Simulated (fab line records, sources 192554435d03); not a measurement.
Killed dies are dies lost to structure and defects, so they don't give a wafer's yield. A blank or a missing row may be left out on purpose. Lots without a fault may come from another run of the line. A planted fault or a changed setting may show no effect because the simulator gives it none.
Chamber matching | flow n5_finfet | N5_MOL_CONTACT_COAG_ETCHBACK_132 on rie_diel-02: 4 sister chambers
The step etches SiO2 in CHF3, target depth 10 nm, time 6.7 s. 4 wafers are shown with their chamber, then 7 later ones without.

WAFERS WITH THEIR CHAMBER
wafer  | chamber | drypump_motor_current_A (A)
L082.6 | 0       | 5.3
L093.5 | 1       | 5.5
L094.2 | 3       | 5.1
L094.3 | 2       | 6.5

WAFERS WITHOUT THEIR CHAMBER
wafer  | drypump_motor_current_A (A)
L094.4 | 5.5
L095.1 | 5.3
L095.3 | 6.5
L095.4 | 5.1
L097.1 | 5.2
L097.4 | 6.5
L097.5 | 5.5

WHICH CHAMBER EACH WENT THROUGH
wafer  | from the rows above     | in truth
L094.4 | 1                       | 1
L095.1 | 0                       | 0
L095.3 | 2                       | 2
L095.4 | 3                       | 3
L097.1 | can't be placed: 0 or 3 | 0
L097.4 | 2                       | 2
L097.5 | 1                       | 1
Placed correctly: 6 of 7. Can't be placed from these rows: 1 (the true chamber is among the candidates in 1). Placed wrongly: 0.
How it was worked out, from the rows above alone: a wafer's distance from a chamber is the root of the sum, over the readings, of the square of ((its reading less the chamber's mean) divided by the reading's scatter). The wafer belongs to the nearest chamber; if the next one is less than 2 further off, it can't be placed. A chamber's mean is the mean of its shown wafers. The scatter: with one shown wafer a chamber, the root of the mean of the squares of how far each hidden wafer lies from its nearest shown one.
